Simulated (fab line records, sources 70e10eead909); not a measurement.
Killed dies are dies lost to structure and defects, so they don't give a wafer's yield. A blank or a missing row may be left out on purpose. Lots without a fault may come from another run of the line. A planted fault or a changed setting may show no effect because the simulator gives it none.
fab line records | flow nand_harc
record lots=5 wafers=15 last_day=32
route steps=1302 shown P_M0@266 END@1302
lots that met no fault: from a run of the same line without faults
start_h: hours from the record's first day to the start of the lot's first wafer shown | wait_h: hours since the lot's step before | " the same as in the row above | L1.1+2: a row that stands for several wafers | - no value, or no start given | * or withheld: withheld | < > ~ a bound
route shown NAME@n: a module of which the file shows steps, and the number in the route of the first | usual: mean/standard deviation of fault-free wafers | same: alike in all rows | chamber/n: place in a boat | sites: the reading at each site | _std_site: their standard deviation | _edge_site: outer sites' mean less inner sites' | radius_mm: how far each site lies from the wafer's centre | mask NAME#n: copy n | behind: the tool/chamber that last shaped the wafer | hold: why the lot was held/for how many hours/how that ended | device: the transistor (n, p or np) that didn't switch | end of line: the same wafers' tests at the end of the route | a step without rows: its recipe alone | killed: dies lost to structure and defects at the first sort, not the wafer's yield | map: a wafer's dies, x killed, . not, _ none there
set.NAME: the setting as run; set.NAME@STEP: as run at that earlier step | model.NAME: the simulator's own value behind a step, which no gauge read
lots at some steps of the route; a table a step, a row a wafer
services: from which hour (start_h, from the record's first day; less than 0 if before it) a tool's chamber was out of use, for how many hours, and why
## steps
# step NHARC_P_M0_DESCUM_14
# recipe time_s=3 o2_flow_sccm=200 ar_flow_sccm=0 bias_power_w=0 chemistry=O2
# usual drypump_motor_current_A=5.8/0.41 oes_product_au=0.996/0.01 rf_vpp_V=57.7/0.96 showerhead_plenum_p_Torr=1.88/0.089 throttle_valve_pct=11.311/0.01
# columns lot.wafer tool chamber start_h wait_h drypump_motor_current_A oes_product_au rf_hours_counter_h rf_vpp_V showerhead_plenum_p_Torr throttle_valve_pct
L123.1 rie_diel-01 1 160.40 0.1 5.4 0.998 18 59.0 1.77 11.335
L123.6 " 1 " " 5.4 0.995 - 57.8 1.77 11.308
L123.5 " 2 " " 5.8 0.985 - 56.8 1.87 11.319
L126.2 rie_diel-01 0 193.05 0.1 6.3 0.976 27 57.7 1.99 11.318
L126.1 " 2 " " 5.9 0.987 28 56.7 1.86 11.317
L126.6 " 3 " " 5.2 0.990 - 57.1 1.79 11.307
L129.1 rie_diel-01 3 216.94 0.1 5.2 0.974 0 56.6 1.79 11.297
L129.4 " 2 " " 5.9 0.995 0 57.9 1.86 11.305
L129.5 " 0 " " 6.3 1.001 - 57.6 1.99 11.341
L133.2 rie_diel-13 1 269.35 0.1 5.6 0.994 29 59.3 1.93 11.295
L133.1 " 2 " " 6.3 1.013 31 56.6 1.84 11.312
L133.5 " 2 " " 6.3 1.013 - 57.7 1.84 11.314
L139.2 rie_diel-01 0 322.40 0.1 6.3 1.003 16 58.5 1.99 11.318
L139.5 " 3 " " 5.2 0.999 - 57.4 1.79 11.313
L139.6 " 0 " " 6.3 1.006 - 57.7 1.98 11.331
# step NHARC_P_M0_ETCH_34
# recipe target_depth_a=400 overetch_a=120 time_s=43.94 ion_energy_ev=200 n2_flow_sccm=150 h2_flow_sccm=150 ar_flow_sccm=0 rf_w=400 bias_w=150 chemistry=N2/H2
# step NHARC_P_M0_ETCH_15
# recipe target_depth_a=1500 overetch_a=150 time_s=82.5 c4f8_flow_sccm=withheld ar_flow_sccm=400 rf_w=600 bias_w=300 chemistry=C4F8/Ar
# usual oes_product_au=0.954/0.022 rf_vpp_V=440/3.1
# columns lot.wafer tool chamber start_h wait_h oes_product_au rf_hours_counter_h rf_vpp_V
L123.1 rie_diel-01 1 - - 0.957 18 436
L123.5 " 1 " " 0.947 - 437
L123.6 " 2 " " 0.949 - 438
L126.1 rie_diel-01 0 - - 0.944 27 444
L126.2 " 2 " " 0.956 28 439
L126.6 " 2 " " 0.958 - 440
L129.1 rie_diel-01 1 - - 0.969 0 435
L129.4 " 2 " " 0.973 0 441
L129.5 " 0 " " 0.961 - 442
L133.2 rie_diel-13 1 - - 0.969 29 441
L133.1 " 2 " " 0.983 31 439
L133.5 " 3 " " 0.955 - 443
L139.2 rie_diel-01 3 - - 0.958 18 437
L139.5 " 1 " " 0.964 - 436
L139.6 " 2 " " 0.964 - 439
# step NHARC_P_M0_CD_MEAS_16
# usual cd_nm=90.3/1
# columns lot.wafer tool chamber start_h wait_h cd_nm
L123.1 cd_sem-03 - 160.70 - 90.3
L123.5 " - " " 89.8
L123.6 " - " " 90.4
L126.1 cd_sem-01 - 193.38 - 89.9
L126.2 " - " " 89.9
L126.6 " - " " 89.9
L129.1 cd_sem-02 - 217.24 - 90.7
L129.4 " - " " 90.6
L129.5 " - " " 90.6
L133.1 cd_sem-01 - 269.69 - 90.6
L133.2 " - " " 89.5
L133.5 " - " " 91.0
L139.2 cd_sem-01 - 322.70 - 89.9
L139.5 " - " " 88.7
L139.6 " - " " 90.0
# step NHARC_P_M0_STRIP_18
# recipe power_w=1000 n2_flow_sccm=150 h2_flow_sccm=150 ar_flow_sccm=0 bias_w=0 chemistry=N2/H2
# usual drypump_motor_current_A=5.8/0.42 oes_product_au=0.998/0.0083 rf_vpp_V=90.4/0.9 showerhead_plenum_p_Torr=2.01/0.1 throttle_valve_pct=14.170/0.0096
# columns lot.wafer tool chamber start_h wait_h drypump_motor_current_A oes_product_au rf_hours_counter_h rf_vpp_V showerhead_plenum_p_Torr throttle_valve_pct
L123.1 rie_diel-01 1 160.80 0.1 5.4 1.005 19 89.0 1.88 14.179
L123.5 " 0 " " 6.3 1.004 - 91.8 2.13 14.175
L123.6 " 1 " " 5.4 0.998 - 89.4 1.88 14.181
L126.2 rie_diel-13 2 193.45 0.1 6.3 1.005 8 90.5 1.97 14.179
L126.1 " 1 " " 5.6 1.001 7 90.0 2.06 14.184
L126.6 " 2 " " 6.2 0.999 - 91.1 1.97 14.165
L129.4 rie_diel-01 0 217.37 0.1 6.3 1.001 0 91.9 2.12 14.177
L129.1 " 1 " " 5.5 1.001 0 88.2 1.88 14.175
L129.5 " 2 " " 5.9 1.005 - 89.5 1.99 14.163
L133.1 rie_diel-13 3 269.80 0.1 6.5 0.982 34 90.4 2.09 14.173
L133.2 " 1 " " 5.6 0.992 29 92.2 2.05 14.175
L133.5 " 2 " " 6.3 1.014 - 90.3 1.96 14.191
L139.2 rie_diel-01 3 322.77 0.1 5.2 0.995 18 90.7 1.90 14.157
L139.6 " 3 " " 5.2 1.005 - 90.4 1.90 14.166
L139.5 " 0 " " 6.3 0.993 - 90.6 2.12 14.175
# step NHARC_P_M0_STRIP_19
# recipe time_s=600 temp_c=30 chemistry=post_etch_residue_remover
# step NHARC_P_M0_DEGAS_28
# recipe temp_c=250 time_s=60
# usual heater_power_w=325/27
# columns lot.wafer tool chamber start_h wait_h heater_power_w
L123.1 pvd_sputter-03 - 161.34 - 372
L123.5 " - " " 354
L123.6 " - " " 286
L126.2 pvd_sputter-02 - 194.05 - 313
L126.1 " - " " 308
L126.6 " - " " 335
L129.1 pvd_sputter-02 - 217.88 - 317
L129.4 " - " " 299
L129.5 " - " " 316
L133.1 pvd_sputter-03 - 270.36 - 297
L133.2 " - " " 331
L133.5 " - " " 343
L139.2 pvd_sputter-02 - 323.34 - 308
L139.6 " - " " 308
L139.5 " - " " 375
# step NHARC_P_M0_PRE_CLEAN_29
# recipe time_s=30 temp_c=280 gas=H2/He
# step NHARC_P_M0_PVD_20
# recipe target_thk_a=50 bias_v=168.6 power_w=15000 chamber_pressure_pa=0.12 time_s=8.06 substrate_temp_c=50 material=TaN
# step NHARC_P_M0_PVD_21
# recipe target_thk_a=300 chamber_pressure_pa=5 power_w=5000 substrate_temp_c=30 time_s=20.49 material=Cu
# usual throttle_valve_pct=29.9/1.1
# columns lot.wafer tool chamber start_h wait_h throttle_valve_pct
L123.1 pvd_sputter-03 - - - 30.5
L123.5 " - " " 27.9
L123.6 " - " " 30.1
L126.2 pvd_sputter-02 - - - 28.2
L126.1 " - " " 31.4
L126.6 " - " " 29.2
L129.4 pvd_sputter-02 - - - 28.1
L129.1 " - " " 29.7
L129.5 " - " " 31.0
L133.1 pvd_sputter-03 - - - 30.3
L133.2 " - " " 28.0
L133.5 " - " " 30.7
L139.2 pvd_sputter-02 - - - 29.6
L139.5 " - " " 29.5
L139.6 " - " " 30.2
# step NHARC_P_M0_ECD_22
# recipe target_thk_a=4000 bath_temp_c=25 material=Cu
# step NHARC_P_M0_ANNEAL_30
# recipe temp_c=225 time_s=90
# step NHARC_P_M0_CMP_23
# recipe t_overpolish_s=20 target_thk_nm=117.54
# usual motor_current_A=11.8/1.2 slurry_flow_ml_min=150.0/0.47 time_to_endpoint_s=30/4.1
# same t_overpolish_s=20
# columns lot.wafer tool chamber start_h wait_h motor_current_A slurry_flow_ml_min time_to_endpoint_s
L123.1 cmp-02 0 162.43 - 10.0 149.2 24
L123.6 " 3 " " 11.0 150.3 26
L123.5 " 0 " " 10.3 150.2 26
L126.2 cmp-03 3 195.12 - 10.5 150.3 31
L126.1 " 1 " " 12.1 150.1 33
L126.6 " 0 " " 10.8 150.6 30
L129.1 cmp-03 3 218.95 - 10.3 149.9 32
L129.4 " 0 " " 10.9 149.6 19
L129.5 " 0 " " 10.8 149.8 17
L133.1 cmp-01 2 271.51 - 12.7 150.5 38
L133.2 " 3 " " 12.0 149.6 27
L133.5 " 1 " " 13.4 150.6 32
L139.2 cmp-01 3 324.43 - 12.1 149.9 22
L139.5 " 2 " " 13.2 149.2 33
L139.6 " 3 " " 12.2 149.3 22
# step NHARC_P_M0_THK_MEAS_24
# recipe thk_meas_gauge=xrf
# usual thk_nm=117.8/2
# columns lot.wafer tool chamber start_h wait_h thk_nm
L123.1 film_metro-02 - 162.72 - 113.5
L123.5 " - " " 116.0
L123.6 " - " " 116.1
L126.1 film_metro-02 - 195.43 - 115.7
L126.2 " - " " 117.6
L126.6 " - " " 117.4
L129.1 film_metro-02 - 219.28 - 118.0
L129.4 " - " " 114.0
L129.5 " - " " 110.9
L133.1 film_metro-02 - 271.77 - 120.6
L133.2 " - " " 117.6
L133.5 " - " " 119.8
L139.2 film_metro-01 - 324.72 - 117.0
L139.5 " - " " 118.6
L139.6 " - " " 117.1
# step NHARC_P_M0_SRD_25
# step NHARC_END_SORT_01
# recipe temp_c=25
# usual defect_limited_yield=91/3.2 killed_at_array=55/22 killed_at_other=0.9/1.2 killed_at_periphery=3.6/2.3 killed_dies=60/22 killed_open=3.2/1.9 killed_short=2.5/1.6
# same gross_dies=677
# columns lot.wafer tool chamber start_h wait_h defect_limited_yield[%] killed_at_array killed_at_other killed_at_periphery killed_dies killed_open killed_short
L123.1 prober-02 0 589.26 2.5 87 89 0 2 91 2 3
L123.5 prober-02 0 592.49 3.7 88 78 1 2 81 2 4
L123.6 prober-02 0 593.30 4.0 89 75 0 2 77 3 1
L126.1 prober-01 0 647.69 2.5 88 76 1 1 78 5 0
L126.2 prober-01 0 648.49 2.8 88 79 2 1 82 3 1
L126.6 prober-01 0 651.72 4.0 87 81 1 4 86 1 3
L129.1 prober-02 0 655.65 2.5 86 85 1 7 93 2 1
L129.4 prober-02 0 658.06 3.4 86 87 1 10 98 3 3
L129.5 prober-02 0 658.86 3.7 86 93 0 4 97 1 2
L133.1 prober-01 0 703.33 2.5 92 48 0 4 52 5 5
L133.2 prober-01 0 704.12 2.8 94 35 0 7 42 3 2
L133.5 prober-01 0 706.52 3.7 93 49 0 1 50 5 4
# killed by level:class
L123.1 A_CHANNEL_HOLE_D1:chamber_film_flake=30 A_CHANNEL_HOLE_D2:chamber_film_flake=29 A_SLIT:chamber_film_flake=17 A_CHANNEL_FILL_D1:chamber_film_flake=3 A_STAIRCASE:chamber_film_flake=3 A_CONTACT:chamber_film_flake=2 P_CONTACT:geometric_particle:open=1 A_SOURCE_PLATE:geometric_particle:short=1
L123.5 A_CHANNEL_HOLE_D2:chamber_film_flake=29 A_CHANNEL_HOLE_D1:chamber_film_flake=19 A_SLIT:chamber_film_flake=19 A_CONTACT:chamber_film_flake=4 A_STAIRCASE:chamber_film_flake=2 P_CONTACT:geometric_particle:short=1 A_ONON_D1:geometric_particle:short=1 A_CHANNEL_FILL_D1:geometric_particle:short=1
L123.6 A_CHANNEL_HOLE_D2:chamber_film_flake=26 A_SLIT:chamber_film_flake=19 A_CHANNEL_HOLE_D1:chamber_film_flake=19 A_CONTACT:chamber_film_flake=4 A_STAIRCASE:chamber_film_flake=2 P_GATE:geometric_particle:open=1 A_ONON_D1:geometric_particle:open=1 A_STAIRCASE:geometric_particle:short=1
L126.1 A_CHANNEL_HOLE_D2:chamber_film_flake=35 A_CHANNEL_HOLE_D1:chamber_film_flake=31 A_WL_FILL:chamber_film_flake=2 P_GATE:geometric_particle:open=1 A_CHANNEL_HOLE_D1:geometric_particle:open=1 A_DECK1_JOINT:geometric_particle:open=1 A_CHANNEL_FILL_D2:geometric_particle:open=1 A_WL_FILL:geometric_particle:open=1
L126.2 A_CHANNEL_HOLE_D1:chamber_film_flake=35 A_CHANNEL_HOLE_D2:chamber_film_flake=32 A_M0:chamber_film_flake=2 A_SLIT:chamber_film_flake=2 A_BONDPAD:chamber_film_flake=2 THIN_TSV:chamber_film_flake=2 P_M1:geometric_particle:open=1 A_CHANNEL_FILL_D1:geometric_particle:open=1
L126.6 A_CHANNEL_HOLE_D1:chamber_film_flake=32 A_CHANNEL_HOLE_D2:chamber_film_flake=32 A_CONTACT:chamber_film_flake=4 P_ZERO_WELL:chamber_film_flake=2 A_CHANNEL_FILL_D2:chamber_film_flake=2 A_WL_FILL:chamber_film_flake=2 A_M0:chamber_film_flake=2 P_CONTACT:geometric_particle:short=1
L129.1 A_CHANNEL_HOLE_D1:chamber_film_flake=31 A_CHANNEL_HOLE_D2:chamber_film_flake=29 A_SLIT:chamber_film_flake=19 P_GATE:chamber_film_flake=3 P_M0:chamber_film_flake=3 A_DECK1_JOINT:chamber_film_flake=2 A_CHANNEL_FILL_D1:geometric_particle:short=1 A_CONTACT:geometric_particle:open=1
L129.4 A_SLIT:chamber_film_flake=34 A_CHANNEL_HOLE_D1:chamber_film_flake=30 A_CHANNEL_HOLE_D2:chamber_film_flake=16 P_M0:chamber_film_flake=5 P_GATE:chamber_film_flake=3 P_CONTACT:geometric_particle:short=1 A_CHANNEL_FILL_D1:geometric_particle:open=1 A_ONON_D2:geometric_particle:open=1
L129.5 A_SLIT:chamber_film_flake=38 A_CHANNEL_HOLE_D1:chamber_film_flake=36 A_CHANNEL_HOLE_D2:chamber_film_flake=13 P_GATE:chamber_film_flake=3 A_CONTACT:chamber_film_flake=2 A_ONON_D1:geometric_particle:short=1 A_DECK1_JOINT:geometric_particle:open=1 A_CHANNEL_FILL_D2:geometric_particle:short=1
L133.1 A_CHANNEL_HOLE_D2:chamber_film_flake=21 A_CHANNEL_HOLE_D1:chamber_film_flake=8 A_ZERO_WELL:chamber_film_flake=3 A_ONON_D2:geometric_particle:open=2 A_CHANNEL_FILL_D2:geometric_particle:short=2 A_WL_FILL:geometric_particle:open=2 A_STAIRCASE:chamber_film_flake=2 A_WL_FILL:chamber_film_flake=2
L133.2 A_CHANNEL_HOLE_D2:chamber_film_flake=13 A_CHANNEL_HOLE_D1:chamber_film_flake=7 A_SLIT:chamber_film_flake=4 P_CONTACT:chamber_film_flake=3 A_CONTACT:chamber_film_flake=2 P_BONDPAD:chamber_film_flake=2 A_DECK1_JOINT:chamber_film_flake=2 A_STAIRCASE:chamber_film_flake=2
L133.5 A_CHANNEL_HOLE_D2:chamber_film_flake=14 A_CHANNEL_HOLE_D1:chamber_film_flake=8 A_CONTACT:chamber_film_flake=4 A_SLIT:chamber_film_flake=4 A_BLC:chamber_film_flake=4 A_CHANNEL_FILL_D2:geometric_particle:open=2 A_CHANNEL_FILL_D2:geometric_particle:short=2 A_ZERO_WELL:chamber_film_flake=2
## services
# columns tool chamber start_h hours kind
pvd_sputter-03 - 141.86 4.6 repair
pvd_sputter-03 - 149.47 9.0 repair
cmp-01 - 155.68 6.7 repair
cmp-03 - 162.10 4.0 pm
rie_diel-13 - 165.67 9.0 pm
pvd_sputter-03 - 170.00 10.0 pm
cmp-02 - 178.34 0.9 repair
rie_diel-01 1 184.10 23.6 repair
cmp-01 - 185.50 4.0 pm
pvd_sputter-03 - 196.98 3.0 repair
rie_diel-01 - 203.94 9.0 pm
pvd_sputter-03 - 205.10 16.4 repair
pvd_sputter-02 - 214.05 1.7 repair
cmp-01 - 231.29 3.8 repair
rie_diel-13 2 256.24 3.6 repair
cmp-03 - 260.10 4.0 pm
rie_diel-13 0 265.24 8.2 repair
cmp-01 - 265.74 0.2 repair
cmp-01 - 276.91 0.7 repair
pvd_sputter-02 - 282.06 10.0 pm
cmp-01 - 283.61 4.0 pm
pvd_sputter-03 - 303.99 16.6 repair
rie_diel-01 0 313.18 5.8 repair
cmp-01 - 318.03 1.8 repair
## key
first_sign step=NHARC_P_M0_CMP_23 reading=time_to_endpoint_s direction=down sigmas=3 usual=* struck=*
effect step=NHARC_P_M0_THK_MEAS_24 reading=thk_nm direction=down sigmas=2.7 usual=117.8 struck=112.4
met_at NHARC_P_M0_CMP_23
struck_wafers L129.4,L129.5
onset_between 195.12 218.95
fault kind=process_parameter_drift tool=cmp-03 chamber=0 onset_h=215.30 steps=NHARC_P_M0_CMP_23 channel=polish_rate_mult offset=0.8 shape=step
